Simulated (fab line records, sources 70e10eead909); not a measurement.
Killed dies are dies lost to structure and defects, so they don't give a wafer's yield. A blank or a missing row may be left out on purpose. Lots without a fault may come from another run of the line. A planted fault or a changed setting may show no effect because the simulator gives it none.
Which tool did it? | flow nand_harc | 14 lots, 42 wafers sampled, at 4 steps of a route of 1159

WHAT THE GAUGES READ, wafer by wafer
NHARC_A_ONON_D1_THK_MEAS_27: measures by ellipsometry.
lot  | measured     | on            | thk_nm (nm)
L803 | day 8 04:25  | film_metro-02 | 1008 1009 1008
L805 | day 8 04:25  | film_metro-01 | 986 985 985
L804 | day 8 10:13  | film_metro-02 | 1012 1013 1014
L807 | day 8 22:53  | film_metro-02 | 999 999 998
L806 | day 8 22:54  | film_metro-01 | 996 995 994
L810 | day 9 19:41  | film_metro-02 | 1008 1007 1010
L811 | day 9 19:41  | film_metro-01 | 1006 1004 1005
L812 | day 10 10:28 | film_metro-01 | 991 992 993
L814 | day 10 19:41 | film_metro-01 | 1002 1003 1003
L815 | day 11 03:39 | film_metro-02 | 1009 1008 1009
L816 | day 11 03:41 | film_metro-01 | 1013 1015 1011
L819 | day 11 23:46 | film_metro-01 | 985 985 984
L824 | day 13 05:28 | film_metro-01 | 993 995 993
L826 | day 13 08:57 | film_metro-01 | 1008 1005 1009

NHARC_A_ONON_D1_THK_MEAS_30: measures by ellipsometry.
lot  | measured     | on            | thk_nm (nm)
L803 | day 8 04:59  | film_metro-01 | 988 986 988
L805 | day 8 04:59  | film_metro-02 | 994 994 996
L804 | day 8 10:47  | film_metro-01 | 990 990 991
L807 | day 8 23:27  | film_metro-02 | 992 991 991
L806 | day 8 23:28  | film_metro-01 | 996 997 997
L810 | day 9 20:14  | film_metro-02 | 1003 1002 1003
L811 | day 9 20:15  | film_metro-01 | 1001 1002 1002
L812 | day 10 11:02 | film_metro-01 | 987 987 986
L814 | day 10 20:14 | film_metro-02 | 997 998 994
L815 | day 11 04:13 | film_metro-01 | 978 977 977
L816 | day 11 04:16 | film_metro-01 | 1048 1049 1047
L819 | day 12 00:20 | film_metro-02 | 1054 1054 1055
L824 | day 13 06:02 | film_metro-01 | 991 990 991
L826 | day 13 09:32 | film_metro-02 | 1011 1012 1011

WHICH TOOL RAN EACH LOT (tool, then ch and the chambers of the sampled wafers, then the start)
lot  | NHARC_A_ZERO_WELL_ETCH_13        | NHARC_A_ONON_D1_DEP_28
L803 | rie_si-04 ch 0,1,3, day 6 16:37  | pecvd_onon-03 ch 0, day 8 04:32
L805 | rie_si-01 ch 0,2,3, day 6 19:10  | pecvd_onon-01 ch 0, day 8 04:39
L804 | rie_si-04 ch 0,2,3, day 7 00:03  | pecvd_onon-01 ch 0, day 8 10:16
L807 | rie_si-05 ch 0,2,3, day 7 13:02  | pecvd_onon-01 ch 0, day 8 23:00
L806 | rie_si-01 ch 0,3, day 7 15:41    | pecvd_onon-02 ch 0, day 8 22:58
L810 | rie_si-01 ch 2,3, day 8 09:11    | pecvd_onon-02 ch 0, day 9 19:44
L811 | rie_si-04 ch 0,1,3, day 8 10:22  | pecvd_onon-03 ch 0, day 9 19:44
L812 | rie_si-04 ch 0,1,3, day 8 23:48  | pecvd_onon-03 ch 0, day 10 10:32
L814 | rie_si-05 ch 0,1,2, day 9 06:23  | pecvd_onon-01 ch 0, day 10 19:44
L815 | rie_si-05 ch 0,1,3, day 9 18:26  | pecvd_onon-01 ch 0, day 11 03:49
L816 | rie_si-01 ch 0,2,3, day 9 19:25  | pecvd_onon-03 ch 0, day 11 03:44
L819 | rie_si-05 ch 1,2, day 10 15:19   | pecvd_onon-03 ch 0, day 11 23:49
L824 | rie_si-04 ch 0,1, day 11 19:55   | pecvd_onon-01 ch 0, day 13 05:32
L826 | rie_si-01 ch 0,1,3, day 11 23:41 | pecvd_onon-01 ch 0, day 13 09:00
- NHARC_A_ZERO_WELL_ETCH_13: etches the open film in HBr/Cl2, target depth 120 nm, time 40.1 s.
- NHARC_A_ONON_D1_DEP_28: target thk 1000 nm.

WHAT THE TOOLS THEMSELVES READ (means of the sampled wafers that have a number; where no wafer has one, the mark that the record gives instead)
NHARC_A_ZERO_WELL_ETCH_13.
lot  | tool      | drypump_motor_current_A (A) | oes_product_au (a.u.) | rf_fwd_power_W (W) | throttle_valve_pct (%)
L803 | rie_si-04 | 5.4                         | 1.006                 | 395.4              | 26.405
L805 | rie_si-01 | 5.8                         | 0.998                 | 391.6              | 26.397
L804 | rie_si-04 | 5.5                         | 1.011                 | 395.6              | 26.409
L807 | rie_si-05 | 6.0                         | 1.009                 | 395.6              | 26.410
L806 | rie_si-01 | 5.4                         | 0.986                 | 393.2              | 26.407
L810 | rie_si-01 | 5.7                         | 0.990                 | 394.6              | 26.412
L811 | rie_si-04 | 5.4                         | 1.011                 | 395.8              | 26.403
L812 | rie_si-04 | 5.4                         | 0.999                 | 395.8              | 26.407
L814 | rie_si-05 | 6.1                         | 0.993                 | 395.7              | 26.407
L815 | rie_si-05 | 6.4                         | 1.003                 | 395.6              | 26.403
L816 | rie_si-01 | 5.8                         | 0.998                 | 394.3              | 26.401
L819 | rie_si-05 | 5.8                         | 1.002                 | 395.4              | 26.417
L824 | rie_si-04 | 5.7                         | 1.007                 | 395.1              | 26.398
L826 | rie_si-01 | 5.3                         | 0.987                 | 394.1              | 26.404

NHARC_A_ONON_D1_DEP_28.
lot  | tool          | n2o_flow_sccm (sccm)
L803 | pecvd_onon-03 | 1996
L805 | pecvd_onon-01 | 2010
L804 | pecvd_onon-01 | 2002
L807 | pecvd_onon-01 | 2000
L806 | pecvd_onon-02 | 1986
L810 | pecvd_onon-02 | 1996
L811 | pecvd_onon-03 | 2002
L812 | pecvd_onon-03 | 2000
L814 | pecvd_onon-01 | 1997
L815 | pecvd_onon-01 | 2008
L816 | pecvd_onon-03 | 1993
L819 | pecvd_onon-03 | 1997
L824 | pecvd_onon-01 | 1998
L826 | pecvd_onon-01 | 2009

THE ANSWER, worked out from the rows above alone
Rule: what is usual is taken from the lots themselves. Put in order of their means at a reading, lots are off if they are a third of the lots or fewer, leave a main group of 4 or more, and stand apart from it by a gap of 3 or more times the standard deviation of the main group's means; of several such gaps the widest counts. A main group whose means are all the same, to the digits that the tables above print for the reading, isn't used. A lot without any number at a reading at which 4 lots or more have one is off too. The other lots that the step has rows for count as sound. The gauges are gone through in route order, then the tools' own readings, and for those a lot's mean is taken as printed above. The first step at which some lot is off is used, and at that step the reading that is off furthest; a lot without a number counts as furthest.
Off: L816, L819, at NHARC_A_ONON_D1_THK_MEAS_30 (thk_nm). The main group: mean 994 nm, standard deviation 8.4.
A tool fits if, at a process step before that reading, it ran every lot that is off, and no sound lot after the first of them. The gauges at NHARC_A_ONON_D1_THK_MEAS_30 are tried like those tools. One fits: pecvd_onon-03 at NHARC_A_ONON_D1_DEP_28. Its last sound lot is L812 (day 10 10:32), its first lot that is off L816 (day 11 03:44): a fault that began between those two fits.

WHAT THE SIMULATOR HAD PUT IN
Process parameter drift: pecvd_onon-03, from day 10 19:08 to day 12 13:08, at NHARC_A_ONON_D1_DEP_28. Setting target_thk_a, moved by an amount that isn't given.
Lots struck among those shown: L816, L819. The rule above found the same.
